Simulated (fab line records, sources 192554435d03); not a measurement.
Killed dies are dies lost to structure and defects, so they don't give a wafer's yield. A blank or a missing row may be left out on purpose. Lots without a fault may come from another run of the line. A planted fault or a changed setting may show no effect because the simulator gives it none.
Which tool did it? | flow n5_finfet | 11 lots, 32 wafers sampled, at 2 steps of a route of 1938

WHAT THE GAUGES READ, wafer by wafer
N5_MOL_CONTACT_COAG_OVL_MEAS_85.
lot  | measured     | on         | VG_OVL (nm)
L369 | day 5 03:15  | overlay-02 | 0.2 0.0 0.6
L371 | day 5 17:27  | overlay-02 | -0.2 0.1 -0.6
L375 | day 6 19:06  | overlay-02 | 0.5 0.6 0.3
L379 | day 7 18:01  | overlay-01 | 0.0 -0.2
L383 | day 8 15:05  | overlay-01 | 0.8 0.6 0.1
L385 | day 9 02:52  | overlay-02 | -0.1 0.8 -0.9
L386 | day 9 06:57  | overlay-01 | 0.2 1.0 1.1
L387 | day 9 15:20  | overlay-02 | 0.3 -0.6 -0.4
L390 | day 10 06:59 | overlay-01 | -0.3 0.1 0.2
L391 | day 10 16:05 | overlay-01 | 0.4 1.6 1.0
L392 | day 10 23:46 | overlay-01 | 0.6 0.4 -0.6

WHICH TOOL RAN EACH LOT (tool, then ch and the chambers of the sampled wafers, then the start)
lot  | N5_MOL_CONTACT_COAG_ALD_27
L369 | ald_sin-02 ch 0,2,3, day 4 22:28
L371 | ald_sin-02 ch 0,2, day 5 14:41
L375 | ald_sin-02 ch 0,1,3, day 6 16:10
L379 | ald_sin-03 ch 0,1, day 7 15:06
L383 | ald_sin-03 ch 0,3, day 8 12:11
L385 | ald_sin-02 ch 0,2,3, day 9 00:06
L386 | ald_sin-01 ch 0,1, day 9 03:46
L387 | ald_sin-03 ch 0,3, day 9 12:26
L390 | ald_sin-02 ch 1,3, day 10 04:13
L391 | ald_sin-02 ch 2,3, day 10 13:08
L392 | ald_sin-01 ch 0,1,3, day 10 20:44
- N5_MOL_CONTACT_COAG_ALD_27: deposits SiOC, target thk 17 nm, pulse time 1.5 s, time 2720 s.

WHAT THE TOOLS THEMSELVES READ (means of the sampled wafers that have a number; where no wafer has one, the mark that the record gives instead)
N5_MOL_CONTACT_COAG_ALD_27.
lot  | tool       | heater_power_w (W) | precursor_pulse_height_rel
L369 | ald_sin-02 | 767                | 0.991
L371 | ald_sin-02 | 767                | 1.011
L375 | ald_sin-02 | 772                | 0.993
L379 | ald_sin-03 | 807                | 0.964
L383 | ald_sin-03 | 751                | 0.987
L385 | ald_sin-02 | 770                | 1.013
L386 | ald_sin-01 | 805                | 1.031
L387 | ald_sin-03 | 741                | 1.002
L390 | ald_sin-02 | 819                | 1.006
L391 | ald_sin-02 | 816                | 1.023
L392 | ald_sin-01 | 866                | 1.011

THE ANSWER, worked out from the rows above alone
Rule: what is usual is taken from the lots themselves. Put in order of their means at a reading, lots are off if they are a third of the lots or fewer, leave a main group of 4 or more, and stand apart from it by a gap of 3 or more times the standard deviation of the main group's means; of several such gaps the widest counts. A main group whose means are all the same, to the digits that the tables above print for the reading, isn't used. A lot without any number at a reading at which 4 lots or more have one is off too. The other lots that the step has rows for count as sound. The gauges are gone through in route order, then the tools' own readings, and for those a lot's mean is taken as printed above. The first step at which some lot is off is used, and at that step the reading that is off furthest; a lot without a number counts as furthest.
No lot is off at any reading shown: from this, nothing can be told.

WHAT THE SIMULATOR HAD PUT IN
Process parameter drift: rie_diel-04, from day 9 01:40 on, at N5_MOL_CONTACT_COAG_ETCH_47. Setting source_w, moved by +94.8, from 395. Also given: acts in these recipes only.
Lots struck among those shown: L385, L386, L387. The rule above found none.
